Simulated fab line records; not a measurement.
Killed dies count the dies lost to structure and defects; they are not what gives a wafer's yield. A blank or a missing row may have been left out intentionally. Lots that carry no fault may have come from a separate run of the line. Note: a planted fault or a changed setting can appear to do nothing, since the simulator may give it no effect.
Which tool is to blame? || flow n5_finfet || Sampling: 10 lots, 28 wafers, 2 of 1938 route steps

## WHAT THE GAUGES READ, wafer by wafer
N5_BEOL_M13_OVL_MEAS_11.
{"lot": "L575", "measured": "day 11 02:02", "on": "overlay-02", "V12_OVL (nm)": "4 4 3"}
{"lot": "L576", "measured": "day 11 03:34", "on": "overlay-01", "V12_OVL (nm)": "-2 -1 -5"}
{"lot": "L578", "measured": "day 11 19:32", "on": "overlay-01", "V12_OVL (nm)": "1 -6 3"}
{"lot": "L583", "measured": "day 12 17:31", "on": "overlay-02", "V12_OVL (nm)": "-7 -1"}
{"lot": "L585", "measured": "day 13 12:04", "on": "overlay-01", "V12_OVL (nm)": "-1 4"}
{"lot": "L588", "measured": "day 14 01:34", "on": "overlay-02", "V12_OVL (nm)": "2 0 -5"}
{"lot": "L595", "measured": "day 15 19:31", "on": "overlay-02", "V12_OVL (nm)": "-8 -3 -5"}
{"lot": "L593", "measured": "day 15 20:05", "on": "overlay-02", "V12_OVL (nm)": "-3 -10 -7"}
{"lot": "L596", "measured": "day 15 20:47", "on": "overlay-02", "V12_OVL (nm)": "-9 -13 -19"}
{"lot": "L598", "measured": "day 17 02:50", "on": "overlay-01", "V12_OVL (nm)": "1 0 6"}

## EACH LOT AND THE TOOL THAT RAN IT (in order: tool; ch and the chambers of the sampled wafers; start)
{"lot": "L575", "N5_BEOL_M13_ILD_DEP_00": "pecvd-03 ch 0,1,2, day 11 01:32"}
{"lot": "L576", "N5_BEOL_M13_ILD_DEP_00": "pecvd-04 ch 0,1, day 11 03:05"}
{"lot": "L578", "N5_BEOL_M13_ILD_DEP_00": "pecvd-03 ch 1,2, day 11 18:56"}
{"lot": "L583", "N5_BEOL_M13_ILD_DEP_00": "pecvd-01 ch 1,2, day 12 17:02"}
{"lot": "L585", "N5_BEOL_M13_ILD_DEP_00": "pecvd-01 ch 0,1, day 13 11:28"}
{"lot": "L588", "N5_BEOL_M13_ILD_DEP_00": "pecvd-03 ch 0,1,2, day 14 01:05"}
{"lot": "L595", "N5_BEOL_M13_ILD_DEP_00": "pecvd-04 ch 1,2, day 15 19:02"}
{"lot": "L593", "N5_BEOL_M13_ILD_DEP_00": "pecvd-03 ch 0,1, day 15 19:29"}
{"lot": "L596", "N5_BEOL_M13_ILD_DEP_00": "pecvd-01 ch 1,2, day 15 20:19"}
{"lot": "L598", "N5_BEOL_M13_ILD_DEP_00": "pecvd-01 ch 0,2, day 17 02:10"}
- N5_BEOL_M13_ILD_DEP_00: deposits SiOC from DEMS/O2, target thk 837.92 nm, time 166.4 s.

## AS READ BY THE TOOLS THEMSELVES (means over the sampled wafers that have a number; for cases with no such wafer, the mark the record gives instead)
N5_BEOL_M13_ILD_DEP_00.
{"lot": "L575", "tool": "pecvd-03", "heater_power_w (W)": 550, "showerhead_plenum_p_Torr (Torr)": 5.683, "throttle_valve_pct (%)": 12.0}
{"lot": "L576", "tool": "pecvd-04", "heater_power_w (W)": 321, "showerhead_plenum_p_Torr (Torr)": 5.679, "throttle_valve_pct (%)": 11.7}
{"lot": "L578", "tool": "pecvd-03", "heater_power_w (W)": 554, "showerhead_plenum_p_Torr (Torr)": 5.685, "throttle_valve_pct (%)": 11.9}
{"lot": "L583", "tool": "pecvd-01", "heater_power_w (W)": 586, "showerhead_plenum_p_Torr (Torr)": 5.700, "throttle_valve_pct (%)": 11.6}
{"lot": "L585", "tool": "pecvd-01", "heater_power_w (W)": 528, "showerhead_plenum_p_Torr (Torr)": 5.682, "throttle_valve_pct (%)": 12.2}
{"lot": "L588", "tool": "pecvd-03", "heater_power_w (W)": 574, "showerhead_plenum_p_Torr (Torr)": 5.694, "throttle_valve_pct (%)": 12.1}
{"lot": "L595", "tool": "pecvd-04", "heater_power_w (W)": 375, "showerhead_plenum_p_Torr (Torr)": 5.690, "throttle_valve_pct (%)": 11.6}
{"lot": "L593", "tool": "pecvd-03", "heater_power_w (W)": 473, "showerhead_plenum_p_Torr (Torr)": 5.701, "throttle_valve_pct (%)": 12.1}
{"lot": "L596", "tool": "pecvd-01", "heater_power_w (W)": 598, "showerhead_plenum_p_Torr (Torr)": 5.704, "throttle_valve_pct (%)": 11.6}
{"lot": "L598", "tool": "pecvd-01", "heater_power_w (W)": 562, "showerhead_plenum_p_Torr (Torr)": 5.709, "throttle_valve_pct (%)": 12.6}

## THE ANSWER, worked out from the rows above alone
Rule: the lots themselves supply what counts as usual. The widest of any qualifying gaps counts: lots, ordered by their means at a reading, are off when they make up no more than a third of the lots, leave a main group of 4 or more, and stand apart from it by 3 or more times the standard deviation of that group's means. A main group whose means are all the same, to the digits that the tables above print for the reading, isn't used. A lot without any number at a reading at which 4 lots or more have one is off too. The other lots that the step has rows for count as sound. First the gauges in route order, then the tools' own readings, where a lot's mean is used as printed above. The first step at which some lot is off is used, and at that step the reading that is off furthest; a lot without a number counts as furthest.
None of the lots is off at any reading shown; this tells nothing.

## WHAT WAS PUT IN BY THE SIMULATOR
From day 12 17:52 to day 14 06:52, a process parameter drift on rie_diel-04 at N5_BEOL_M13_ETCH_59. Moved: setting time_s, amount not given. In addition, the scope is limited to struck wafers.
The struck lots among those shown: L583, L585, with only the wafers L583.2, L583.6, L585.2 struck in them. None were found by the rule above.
